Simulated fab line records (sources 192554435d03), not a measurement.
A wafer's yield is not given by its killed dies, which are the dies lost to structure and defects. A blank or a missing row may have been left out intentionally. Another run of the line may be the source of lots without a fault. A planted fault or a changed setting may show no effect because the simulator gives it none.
fab line records | flow n5Finfet | part 2 of 2: steps 26 to 34 of 34
record: lots: 5 | wafers: 15 | lastDay: 17
route steps=1938 shown BEOL_M7@1267
lots untouched by any fault: they come from a run of this same line in which no faults occurred
startH: the number of hours between the record's first day and the start of the first shown wafer of the lot | waitH: hours elapsed since this lot's preceding step | " as in the row above | L1.1+2: a row that stands for several wafers | - no value, or no start given | * or withheld: withheld | < > ~ a bound
route shown NAME@n: NAME is a module with steps in the file, n the number in the route of the first one | usual: mean/standard deviation taken from wafers without a fault | same: alike in all rows | chamber/n: place in a boat | sites: per-site readings | _std_site: how widely they spread, as a standard deviation | _edge_site: outer sites' mean less inner sites' | radiusMm: for every site, how far away it sits from the centre of the wafer | mask NAME#n: copy n | behind: tool/chamber where the wafer was last shaped | hold: the reason the lot was held/the length of the hold in hours/how it ended | device: transistor that didn't switch, given as n, p or np | end of line: at the end of the route, the tests of the same wafers | a step given without rows: its recipe and nothing more | killed: the dies lost at the first sort to structure and to defects; this is not the yield of the wafer | map: a wafer's dies, x killed, . not, _ none there
set.NAME: the run value of the setting; set.NAME@STEP: its run value at that earlier step | model.NAME: the simulator's own value behind a step, which no gauge read
a table for each step, a row for each wafer; lots at some steps of the route
services: a tool's chamber out of use, with start hour (startH, from the record's first day; less than 0 if before it), hours out, and reason
== steps ==
step: N5_BEOL_M7_SOFTBAKE_23
recipe: tempC: 110 | timeS: 60 | resist: CAR-EUV
lot.wafer  | tool          | chamber | startH | waitH
L075.1+3+4 | lithoTrack-04 | 0       | -      | -
L084.3+4+6 | lithoTrack-03 | 0       | -      | -
L091.2+4+5 | lithoTrack-04 | 0       | -      | -
L096.1+4+6 | lithoTrack-04 | 0       | -      | -
L097.4+5+6 | lithoTrack-03 | 0       | -      | -
step: N5_BEOL_M7_EXPOSE_25
recipe: maskId: V6 | na: 0.33 | sourceShape: annular | sigmaInner: 0.4 | sigmaOuter: 0.8 | polarization: unpolarized | targetCdNm: 40 | doseMj: 42.5
usual: exposureDoseMJCm2: 42.53/0.13 | stageMsdNm: 0.837/0.015
lot.wafer | tool          | chamber | startH | waitH | mask | exposureDoseMJCm2 | stageMsdNm
L075.1    | euvScanner-01 | 0       | 223.81 | -     | V6#0 | 42.52             | 0.811
L075.3    | "             | 0       | "      | "     | V6#0 | 42.54             | 0.809
L075.4    | "             | 0       | "      | "     | V6#0 | 42.49             | 0.812
L084.3    | euvScanner-01 | 0       | 252.81 | -     | V6#0 | 42.58             | 0.814
L084.4    | "             | 0       | "      | "     | V6#0 | 42.50             | 0.814
L084.6    | "             | 0       | "      | "     | V6#0 | 42.50             | 0.817
L091.2    | euvScanner-02 | 0       | 296.77 | -     | V6#0 | 42.94             | 0.844
L091.4    | "             | 0       | "      | "     | V6#0 | 42.97             | 0.845
L091.5    | "             | 0       | "      | "     | V6#0 | 42.96             | 0.847
L096.1    | euvScanner-01 | 0       | 325.98 | -     | V6#0 | 42.55             | 0.838
L096.4    | "             | 0       | "      | "     | V6#0 | 42.50             | 0.835
L096.6    | "             | 0       | "      | "     | V6#0 | 42.53             | 0.838
L097.4    | euvScanner-01 | 0       | 338.56 | -     | V6#0 | 42.59             | 0.841
L097.5    | "             | 0       | "      | "     | V6#0 | 42.59             | 0.839
L097.6    | "             | 0       | "      | "     | V6#0 | 42.57             | 0.841
step: N5_BEOL_M7_PEB_26
recipe: pebTempC: 100 | pebTimeS: 60 | resist: CAR-EUV
lot.wafer  | tool          | chamber | startH | waitH
L075.1+3+4 | lithoTrack-03 | 0       | 223.87 | 0.1
L084.3+4+6 | lithoTrack-04 | 0       | 252.86 | 0.0
L091.2+4+5 | lithoTrack-04 | 0       | 296.83 | 0.1
L096.1+4+6 | lithoTrack-03 | 0       | 326.04 | 0.1
L097.4+5+6 | lithoTrack-03 | 0       | 338.61 | 0.0
step: N5_BEOL_M7_DEVELOP_27
recipe: developTimeS: 30 | developer: TMAH | resist: CAR-EUV | rinseLiquid: surfactantRinse | dry: airSpin | devTempC: 23
lot.wafer  | tool          | chamber | startH | waitH
L075.1+3+4 | lithoTrack-03 | 0       | -      | -
L084.3+4+6 | lithoTrack-04 | 0       | -      | -
L091.2+4+5 | lithoTrack-04 | 0       | -      | -
L096.1+4+6 | lithoTrack-03 | 0       | -      | -
L097.4+5+6 | lithoTrack-03 | 0       | -      | -
step: N5_BEOL_M7_CD_MEAS_28
recipe: targetCdNm: 40 | landingEnergyEv: 500 | detector: seInlens
usual: cdNm: 40.06/0.28
lot.wafer | tool     | chamber | startH | waitH | cdNm
L075.1    | cdSem-02 | 0       | 223.94 | -     | 40.08
L075.3    | "        | 0       | "      | "     | 39.88
L075.4    | "        | 0       | "      | "     | 39.97
L084.3    | cdSem-01 | 0       | 252.93 | -     | 40.24
L084.4    | "        | 0       | "      | "     | 40.24
L084.6    | "        | 0       | "      | "     | 39.91
L091.2    | cdSem-02 | 0       | 296.90 | -     | 40.02
L091.4    | "        | 0       | "      | "     | 40.36
L091.5    | "        | 0       | "      | "     | 40.18
L096.1    | cdSem-01 | 0       | 326.11 | -     | 40.02
L096.4    | "        | 0       | "      | "     | 39.73
L096.6    | "        | 0       | "      | "     | 39.50
L097.4    | cdSem-01 | 0       | 338.68 | -     | 40.01
L097.5    | "        | 0       | "      | "     | 39.69
L097.6    | "        | 0       | "      | "     | 40.11
step: N5_BEOL_M7_OVL_MEAS_29
recipe: pointsPerWafer: 522
usual: V6_OVL: 0.0/0.67
lot.wafer | tool       | chamber | startH | waitH | V6_OVL[nm]
L075.1    | overlay-02 | 0       | 223.97 | 0.0   | 0.0
L075.3    | "          | 0       | "      | "     | -0.8
L075.4    | "          | 0       | "      | "     | -0.9
L084.3    | overlay-02 | 0       | 252.98 | 0.1   | -1.1
L084.4    | "          | 0       | "      | "     | 0.1
L084.6    | "          | 0       | "      | "     | -1.0
L091.2    | overlay-01 | 0       | 296.93 | 0.0   | 0.3
L091.4    | "          | 0       | "      | "     | 0.3
L091.5    | "          | 0       | "      | "     | 0.0
L096.1    | overlay-02 | 0       | 326.14 | 0.0   | 0.0
L096.4    | "          | 0       | "      | "     | 0.4
L096.6    | "          | 0       | "      | "     | 0.1
L097.4    | overlay-01 | 0       | 338.73 | 0.0   | 0.5
L097.5    | "          | 0       | "      | "     | -0.7
L097.6    | "          | 0       | "      | "     | 0.3
step: N5_BEOL_M7_INSPECT_30
recipe: mode: adi | inspectInstrument: brightfield
usual: rawDefectCount: 426/100
lot.wafer | tool             | chamber | startH | waitH | rawDefectCount
L075.1    | defectInspect-01 | -       | 224.03 | 0.1   | 487
L075.3    | "                | -       | "      | "     | 564
L075.4    | "                | -       | "      | "     | 451
L084.3    | defectInspect-02 | -       | 253.03 | 0.0   | 636
L084.4    | "                | -       | "      | "     | 597
L084.6    | "                | -       | "      | "     | 733
L091.2    | defectInspect-01 | -       | 296.98 | 0.0   | 437
L091.4    | "                | -       | "      | "     | 377
L091.5    | "                | -       | "      | "     | 428
L096.1    | defectInspect-02 | -       | 326.20 | 0.1   | 279
L096.4    | "                | -       | "      | "     | 309
L096.6    | "                | -       | "      | "     | 339
L097.4    | defectInspect-02 | -       | 338.77 | 0.0   | 369
L097.5    | "                | -       | "      | "     | 423
L097.6    | "                | -       | "      | "     | 350
step: N5_BEOL_M7_DESCUM_33
recipe: chemistry: O2 | timeS: 7 | sourcePowerW: 50 | biasPowerW: 20 | pressureMtorr: 20 | rfFrequencyHz: 2.712e+07 | tempC: 40 | resist: CAR-EUV | o2FlowSccm: 225
usual: biasPowerW: 20.00/0.055 | drypumpMotorCurrentA: 5.9/0.36 | oesProductAu: 0.77/0.069 | rfVppV: 242.5/1.6 | showerheadPlenumPTorr: 2.05/0.08 | throttleValvePct: 20.4/0.37
lot.wafer | tool       | chamber | startH | waitH | biasPowerW | drypumpMotorCurrentA | oesProductAu | rfHoursCounterH | rfVppV | showerheadPlenumPTorr | throttleValvePct
L075.1    | rieDiel-05 | 0       | 224.52 | 0.5   | 20.08      | 5.5                  | 0.86         | 70              | 242.2  | 2.04                  | 20.1
L075.3    | "          | 1       | "      | "     | 20.07      | 5.5                  | 0.70         | 217             | 241.5  | 2.02                  | 21.3
L075.4    | "          | 3       | "      | "     | 20.11      | 5.9                  | 0.76         | 162             | 244.2  | 2.15                  | 20.6
L084.3    | rieDiel-02 | 3       | 253.06 | 0.0   | 19.93      | 6.2                  | 0.82         | 97              | 243.4  | 2.00                  | 20.1
L084.4    | "          | 3       | "      | "     | 19.94      | 6.2                  | 0.81         | -               | 241.4  | 2.00                  | 20.1
L084.6    | "          | 1       | "      | "     | 20.07      | 6.0                  | 0.68         | -               | 242.4  | 2.00                  | 20.6
L091.2    | rieDiel-02 | 1       | 297.02 | 0.0   | 20.01      | 6.0                  | 0.67         | 235             | 239.9  | 2.00                  | 20.6
L091.4    | "          | 0       | "      | "     | 20.02      | 5.2                  | 0.73         | -               | 242.2  | 2.08                  | 20.6
L091.5    | "          | 3       | "      | "     | 20.08      | 6.2                  | 0.81         | -               | 242.7  | 2.00                  | 20.1
L096.1    | rieDiel-02 | 1       | 326.25 | 0.1   | 20.02      | 6.0                  | 0.66         | 246             | 240.9  | 1.99                  | 20.7
L096.4    | "          | 0       | "      | "     | 20.04      | 5.2                  | 0.72         | 197             | 243.0  | 2.08                  | 20.6
L096.6    | "          | 2       | "      | "     | 19.97      | 5.7                  | 0.81         | -               | 245.6  | 2.18                  | 20.4
L097.4    | rieDiel-05 | 2       | 338.82 | 0.0   | 19.98      | 6.0                  | 0.71         | -               | 240.3  | 1.91                  | 20.1
L097.5    | "          | 0       | "      | "     | 20.01      | 5.5                  | 0.84         | -               | 241.8  | 2.03                  | 20.1
L097.6    | "          | 3       | "      | "     | 19.92      | 5.9                  | 0.74         | -               | 244.6  | 2.14                  | 20.7
step: N5_BEOL_M7_ETCH_72
recipe: chemistry: N2/H2 | target: underlayer | targetDepthA: 65 | maskMaterial: CAR-EUV | timeS: 5.2 | ionEnergyEv: 200 | pressureMtorr: 30 | sourceW: 840 | biasW: 150 | n2FlowSccm: 200 | h2FlowSccm: 200 | ends: cleared
usual: drypumpMotorCurrentA: 5.9/0.35 | etchRfOnTimeS: 5.13/0.23 | oesProductAu: 0.66/0.062 | rfVppV: 522/3.2 | showerheadPlenumPTorr: 2.49/0.11 | throttleValvePct: 17.8/0.31
lot.wafer | tool       | chamber | startH | waitH | drypumpMotorCurrentA | etchRfOnTimeS | oesProductAu | rfHoursCounterH | rfVppV | showerheadPlenumPTorr | throttleValvePct
L075.1    | rieDiel-05 | 0       | 224.55 | 0.0   | 5.5                  | 4.86          | 0.75         | 71              | 520    | 2.46                  | 17.4
L075.3    | "          | 1       | "      | "     | 5.5                  | 4.94          | 0.61         | 217             | 521    | 2.41                  | 18.4
L075.4    | "          | 3       | "      | "     | 5.9                  | 5.46          | 0.63         | 162             | 527    | 2.65                  | 18.2
L084.3    | rieDiel-02 | 3       | 253.10 | 0.0   | 6.2                  | 4.92          | 0.71         | 97              | 521    | 2.44                  | 17.6
L084.4    | "          | 3       | "      | "     | 6.2                  | 4.91          | 0.71         | -               | 522    | 2.44                  | 17.6
L084.6    | "          | 1       | "      | "     | 6.0                  | 4.80          | 0.61         | -               | 519    | 2.37                  | 17.8
L091.2    | rieDiel-02 | 1       | 297.05 | 0.0   | 6.0                  | 4.95          | 0.60         | 235             | 519    | 2.37                  | 17.8
L091.4    | "          | 0       | "      | "     | 5.3                  | 5.14          | 0.63         | -               | 524    | 2.51                  | 17.8
L091.5    | "          | 3       | "      | "     | 6.2                  | 5.02          | 0.70         | -               | 518    | 2.43                  | 17.6
L096.1    | rieDiel-02 | 1       | 326.29 | 0.0   | 6.0                  | 4.92          | 0.58         | 246             | 521    | 2.36                  | 17.8
L096.4    | "          | 0       | "      | "     | 5.2                  | 5.15          | 0.62         | 197             | 523    | 2.50                  | 17.8
L096.6    | "          | 2       | "      | "     | 5.7                  | 5.29          | 0.70         | -               | 527    | 2.70                  | 18.0
L097.4    | rieDiel-05 | 2       | 338.84 | 0.0   | 6.0                  | 5.21          | 0.62         | -               | 516    | 2.33                  | 17.7
L097.5    | "          | 0       | "      | "     | 5.5                  | 4.86          | 0.73         | -               | 521    | 2.45                  | 17.4
L097.6    | "          | 3       | "      | "     | 6.0                  | 5.53          | 0.60         | -               | 526    | 2.63                  | 18.3
== services ==
tool           | chamber | startH | hours | kind
euvScanner-01  | -       | 196.73 | 1.0   | pm
rieMetal-02    | -       | 212.04 | 0.4   | repair
rieDiel-02     | 2       | 230.43 | 75.0  | repair
arfiScanner-02 | -       | 232.11 | 1.0   | pm
arfiScanner-02 | -       | 233.11 | 1.3   | pm
euvScanner-01  | -       | 233.52 | 0.6   | repair
arfiScanner-02 | -       | 234.41 | 0.8   | pm
arfiScanner-02 | -       | 245.78 | 1.1   | repair
arfiScanner-02 | -       | 247.96 | 4.1   | repair
rieDiel-02     | -       | 257.21 | 15.6  | pm
arfiScanner-02 | -       | 259.16 | 1.3   | pm
rieDiel-05     | 0       | 261.54 | 19.9  | repair
rieDiel-06     | 2       | 264.89 | 6.7   | repair
arfiScanner-02 | -       | 266.84 | 1.2   | repair
rieDiel-02     | 0       | 278.05 | 4.4   | repair
rieDiel-05     | -       | 298.29 | 4.3   | pm
rieDiel-06     | 2       | 307.35 | 1.8   | repair
euvScanner-01  | -       | 308.98 | 1.0   | pm
rieDiel-06     | 2       | 309.34 | 9.4   | repair
euvScanner-01  | -       | 310.44 | 4.6   | pm
arfiScanner-01 | -       | 312.78 | 3.9   | pm
arfiScanner-01 | -       | 317.01 | 1.3   | pm
arfiScanner-01 | -       | 327.27 | 0.8   | pm
arfiScanner-01 | -       | 336.00 | 1.0   | pm
